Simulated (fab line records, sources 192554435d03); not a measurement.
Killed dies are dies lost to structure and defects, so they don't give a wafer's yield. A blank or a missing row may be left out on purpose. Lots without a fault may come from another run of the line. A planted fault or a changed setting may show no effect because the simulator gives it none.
Split-lot experiment | flow n5_finfet | 7 lots, 21 wafers read, on a route of 1938 steps

THE SPLIT
At N5_BEOL_M1_ETCH_77 (etches underlayer in N2/H2, target depth 6.5 nm, time 5.2 s), the setting source_w was moved away from the recipe's 840 W on 8 of the 21 wafers read, by -16.4% to +8.5%. The other wafers ran this setting at the recipe's value.

The reading is taken at the split's own step.

THE READING
rf_vpp_V, in V, at N5_BEOL_M1_ETCH_77 (etches underlayer in N2/H2, target depth 6.5 nm, time 5.2 s). Fault-free wafers of this fab line usually give 525.0 V, standard deviation 2.7 V.

wafer  | tool, chamber at the split | source_w as run, W | against the recipe | rf_vpp_V, V | against lot-mates on the recipe
L075.3 | rie_diel-02, 3             | 840                | recipe             | 528.1       | -
L075.4 | rie_diel-02, 2             | 775                | -7.7%              | 539.1       | +11.8
L075.5 | rie_diel-02, 0             | 840                | recipe             | 526.6       | -
L077.1 | rie_diel-02, 0             | 840                | recipe             | 527.5       | -
L077.3 | rie_diel-02, 1             | 840                | recipe             | 525.5       | -
L077.5 | rie_diel-02, 1             | 840                | recipe             | 526.5       | -
L080.1 | rie_diel-02, 3             | 840                | recipe             | 526.9       | -
L080.3 | rie_diel-02, 2             | 702                | -16.4%             | 552.1       | +25.2
L080.4 | rie_diel-02, 1             | 702                | -16.4%             | 556.5       | +29.6
L082.3 | rie_diel-01, 1             | 840                | recipe             | 526.6       | -
L082.4 | rie_diel-01, 3             | 840                | recipe             | 524.1       | -
L082.5 | rie_diel-01, 0             | 840                | recipe             | 523.2       | -
L087.4 | rie_diel-05, 2             | 840                | recipe             | 521.9       | -
L087.5 | rie_diel-05, 1             | 883.5              | +5.2%              | 515.2       | -6.7
L087.6 | rie_diel-05, 0             | 883.5              | +5.2%              | 519.2       | -2.7
L090.3 | rie_diel-01, 3             | 840                | recipe             | 528.8       | -
L090.4 | rie_diel-01, 0             | 911.7              | +8.5%              | 511.3       | -17.5
L090.6 | rie_diel-01, 3             | 911.7              | +8.5%              | 510.6       | -18.2
L091.2 | rie_diel-05, 2             | 840                | recipe             | 520.1       | -
L091.3 | rie_diel-05, 1             | 840                | recipe             | 524.1       | -
L091.4 | rie_diel-05, 3             | 878                | +4.5%              | 518.0       | -4.1

THE FIT
A straight line over all 21 wafers: rf_vpp_V changes by -1.73 V for each +1% of source_w; r = -0.98; the points scatter about the line by 2.3 V.
The same after taking each lot's own level away (the mean of its wafers on the recipe; 21 wafers): -1.66 V for each +1%; r = -0.98; scatter 2.4 V.
On that fit, the largest move of source_w shifts the reading by 27 V.
The lots' own levels span 521.90 to 528.80 V, that is 2.6 times the standard deviation above.
So the lot-to-lot level changes the slope little: the two slopes agree.
Check: with one of the wafers moved furthest among these (-16.4%) left out of the fit, the line predicts +28.7 V for it against its lot-mates. It came out at +25.2 V against them.
Tool readings at the split's step, against how far the setting was moved: etch_rf_on_time_s r = -0.93; rf_vpp_V r = -0.98.

OTHER SPLITS ON THESE WAFERS
These wafers also went through other splits before the reading. Each is held against what the fit with the lots' levels taken away leaves over:
other split on the same wafers | wafers away from the commonest value | r with rf_vpp_V (lot level and that fit taken away)
N5_BEOL_M1_EXPOSE_08 dose_mj   | 5                                    | -0.29

THE WHOLE CHAIN: every reading that the file lists as answering this split, in the file's order
step               | what it does                                                | reading           | change (the file's fit)              | r (the file's)
N5_BEOL_M1_ETCH_77 | etches underlayer in N2/H2, target depth 6.5 nm, time 5.2 s | etch_rf_on_time_s | withheld for each +1% of the setting | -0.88
N5_BEOL_M1_ETCH_77 | etches underlayer in N2/H2, target depth 6.5 nm, time 5.2 s | rf_vpp_V          | -1.64 V for each +1% of the setting  | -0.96

THE FILE'S OWN FIT
rf_vpp_V changes by -1.64 V for each +1% of source_w, r = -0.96.
